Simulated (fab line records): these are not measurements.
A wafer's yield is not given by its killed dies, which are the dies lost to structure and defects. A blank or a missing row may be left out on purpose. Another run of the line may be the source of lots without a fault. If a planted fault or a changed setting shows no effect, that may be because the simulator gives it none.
What tool caused it?	flow nand harc	Sampling: 10 lots, 30 wafers, 5 of 1302 route steps

WHAT THE GAUGES READ, wafer by wafer
NHARC_A_CONTACT_CD_MEAS_08 targets a cd of 200 nm.
lot	measured	on	cd nm (nm)
L622	day 22 12:13	cd sem-02	199.9 199.3 200.2
L623	day 22 14:20	cd sem-02	199.0 199.7 199.7
L633	day 27 07:35	cd sem-02	200.4 200.2 199.9
L639	day 29 17:53	cd sem-02	199.9 199.9 199.0
L641	day 29 19:09	cd sem-03	200.1 199.3 199.5
L640	day 29 23:05	cd sem-01	199.1 199.4 199.1
L642	day 31 01:19	cd sem-03	200.4 199.9 199.2
L643	day 31 10:49	cd sem-01	200.5 199.8 199.7
L645	day 31 23:12	cd sem-01	200.1 200.1 200.3
L644	day 32 16:52	cd sem-01	199.4 199.9 199.8

NHARC_END_SORT_01.
lot	measured	on	killed at array	killed at other	killed at periphery	killed dies	killed open	killed short
L622	day 24 18:29	prober-02	19 19 12	1 1 1	1 0 3	21 20 16	3 5 2	2 1 1
L633	day 29 11:43	prober-01	649 26 35	0 0 0	0 5 3	649 31 38	6 5 3	2 2 3
L639	day 31 19:50	prober-01	55 50 49	0 0 0	1 4 3	56 54 52	1 4 0	3 2 0
L641	day 31 20:42	prober-02	51 66 33	3 4 3	5 0 1	59 70 37	6 1 3	7 3 4
L640	day 32 03:34	prober-01	54 58 51	1 4 1	6 5 3	61 67 55	5 6 2	1 3 1
L642	day 33 11:44	prober-02	65 54 53	0 1 1	4 5 4	69 60 58	3 2 5	4 6 1
L643	day 33 15:25	prober-01	39 27 62	1 1 3	5 3 1	45 31 66	7 6 4	4 1 3

WHICH TOOL RAN EACH LOT (tool, then ch and the chambers of the sampled wafers, then the start)
lot	NHARC_A_CONTACT_DESCUM_13	NHARC_A_CONTACT_ETCH_89	NHARC_A_CONTACT_ETCH_98
L622	rie diel-09 ch 1,2, day 22 12:25	rie diel-09 ch 2,3, day 22 12:37	rie diel-13 ch 2,3, day 24 18:29 or earlier
L623	rie diel-03 ch 0,1, day 22 14:31	rie diel-03 ch 0,1,2, day 22 14:41	rie diel-03 ch 0,1,3, no start
L633	rie diel-03 ch 0,1,2, day 27 07:47	rie diel-03 ch 0,1, day 27 07:57	rie diel-03 ch 0,1, day 29 11:43 or earlier
L639	rie diel-03 ch 0,3, day 29 18:04	rie diel-03 ch 0,1, day 29 18:14	rie diel-13 ch 0,1,3, day 31 19:50 or earlier
L641	rie diel-03 ch 0,3, day 29 19:20	rie diel-03 ch 0,1,3, day 29 19:31	rie diel-03 ch 0,2, day 31 20:42 or earlier
L640	rie diel-13 ch 0,2, day 29 23:17	rie diel-13 ch 0,2, day 29 23:29	rie diel-03 ch 0,2,3, day 32 03:34 or earlier
L642	rie diel-03 ch 0,1,3, day 31 01:31	rie diel-03 ch 0,1,3, day 31 01:50	rie diel-03 ch 2,3, day 33 11:44 or earlier
L643	rie diel-03 ch 1,2, day 31 10:59	rie diel-03 ch 1,2, day 31 11:10	rie diel-03 ch 0,1, day 33 15:25 or earlier
L645	rie diel-09 ch 0,3, day 31 23:23	rie diel-09 ch 0,2, day 31 23:37	rie diel-03 ch 1,2, no start
L644	rie diel-03 ch 1,2,3, day 32 17:03	rie diel-03 ch 2,3, day 32 17:20	rie diel-03 ch 0,2,3, no start
- NHARC_A_CONTACT_DESCUM_13: chemistry O2, time 3 s.
- NHARC_A_CONTACT_ETCH_89: etches the open film in N2/H2, target depth 260 nm, time 475.3 s.
- NHARC_A_CONTACT_ETCH_98: etches the open film in C4F6/O2, target depth 20 nm, time 10 s.

WHAT THE TOOLS THEMSELVES READ (means of the sampled wafers that have a number; where no wafer has one, the mark that the record gives instead)
NHARC_A_CONTACT_DESCUM_13.
lot	tool	drypump motor current A (A)	oes product au (a.u.)	rf vpp V (V)	showerhead plenum p Torr (Torr)	throttle valve pct (%)
L622	rie diel-09	6.1	1.021	57.9	1.95	11.311
L623	rie diel-03	5.9	0.994	56.1	1.83	11.309
L633	rie diel-03	5.9	1.000	57.8	1.87	11.310
L639	rie diel-03	5.8	1.002	58.0	1.86	11.306
L641	rie diel-03	5.8	0.999	58.2	1.86	11.316
L640	rie diel-13	5.1	0.997	58.1	1.98	11.318
L642	rie diel-03	5.8	0.997	58.0	1.92	11.305
L643	rie diel-03	5.9	0.988	58.8	1.93	11.313
L645	rie diel-09	5.3	0.985	57.9	1.94	11.318
L644	rie diel-03	5.8	0.996	57.4	1.87	11.317

NHARC_A_CONTACT_ETCH_89.
lot	tool	drypump motor current A (A)	oes product au (a.u.)	rf vpp V (V)	run length s (s)	showerhead plenum p Torr (Torr)	throttle valve pct (%)
L622	rie diel-09	6.1	1.002	433	496.5	2.15	14.175
L623	rie diel-03	5.9	0.999	431	496.7	2.00	14.175
L633	rie diel-03	5.8	0.993	429	451.7	2.00	14.185
L639	rie diel-03	5.8	0.992	432	496.6	2.11	14.175
L641	rie diel-03	5.8	1.000	431	496.9	2.05	14.172
L640	rie diel-13	5.0	0.994	433	496.6	2.12	14.181
L642	rie diel-03	5.8	0.995	430	496.7	2.05	14.166
L643	rie diel-03	5.9	0.997	431	496.5	2.05	14.163
L645	rie diel-09	5.8	0.994	428	496.8	1.99	14.170
L644	rie diel-03	5.9	1.008	429	496.7	1.99	14.177

NHARC_A_CONTACT_ETCH_98.
lot	tool	c4f6 flow sccm (sccm)	drypump motor current A (A)	oes product au (a.u.)	rf vpp V (V)	run length s (s)	showerhead plenum p Torr (Torr)	throttle valve pct (%)
L622	rie diel-13	25.06	5.5	0.952	548	30.9	3.93	26.897
L623	rie diel-03	25.01	5.8	0.939	544	31.0	3.76	26.903
L633	rie diel-03	25.03	5.9	0.957	543	30.9	3.75	26.901
L639	rie diel-13	24.99	5.6	0.939	546	30.7	3.90	26.904
L641	rie diel-03	24.92	6.0	0.944	549	31.0	4.03	26.898
L640	rie diel-03	25.02	5.9	0.950	547	30.9	3.93	26.904
L642	rie diel-03	24.93	5.9	0.946	545	31.1	3.84	26.908
L643	rie diel-03	24.88	5.9	0.955	549	31.1	4.04	26.901
L645	rie diel-03	24.95	5.9	0.934	548	31.3	3.95	26.908
L644	rie diel-03	25.02	6.0	0.946	547	31.2	3.92	26.897

THE ANSWER, worked out from the rows above alone
Rule: what is usual is taken from the lots themselves. The widest of any qualifying gaps counts: lots, ordered by their means at a reading, are off when they make up no more than a third of the lots, leave a main group of 4 or more, and stand apart from it by 3 or more times the standard deviation of that group's means. The tables above print the reading to a certain number of digits; a main group whose means all agree to those digits is not used. Also off: a lot with no number at a reading for which 4 or more lots have one. Where the step has rows for the other lots, those lots are counted as sound. Order of review: gauges by route order, followed by the tools' own readings, for which a lot's mean as printed above is used. At the first step where some lot is off, the reading lying furthest off is the one used; lots without a number count as furthest.
Off: L633 (NHARC_END_SORT_01, killed at array). For the main group the mean is 45 and the standard deviation 14. Neither off nor sound, because the step has no rows for them: L623, L645, L644.
A tool fits if, at a process step before that reading, it ran every lot that is off, and no sound lot after the first of them. Not tried: the gauges at NHARC_END_SORT_01; whatever is off there is also off at NHARC_A_CONTACT_ETCH_89, on other tools, and gauge error can't account for it. NHARC_A_CONTACT_ETCH_98: start missing for some lots; hours and lot order therefore follow NHARC_END_SORT_01. Of those tried, none fits.

WHAT WAS PUT IN BY THE SIMULATOR
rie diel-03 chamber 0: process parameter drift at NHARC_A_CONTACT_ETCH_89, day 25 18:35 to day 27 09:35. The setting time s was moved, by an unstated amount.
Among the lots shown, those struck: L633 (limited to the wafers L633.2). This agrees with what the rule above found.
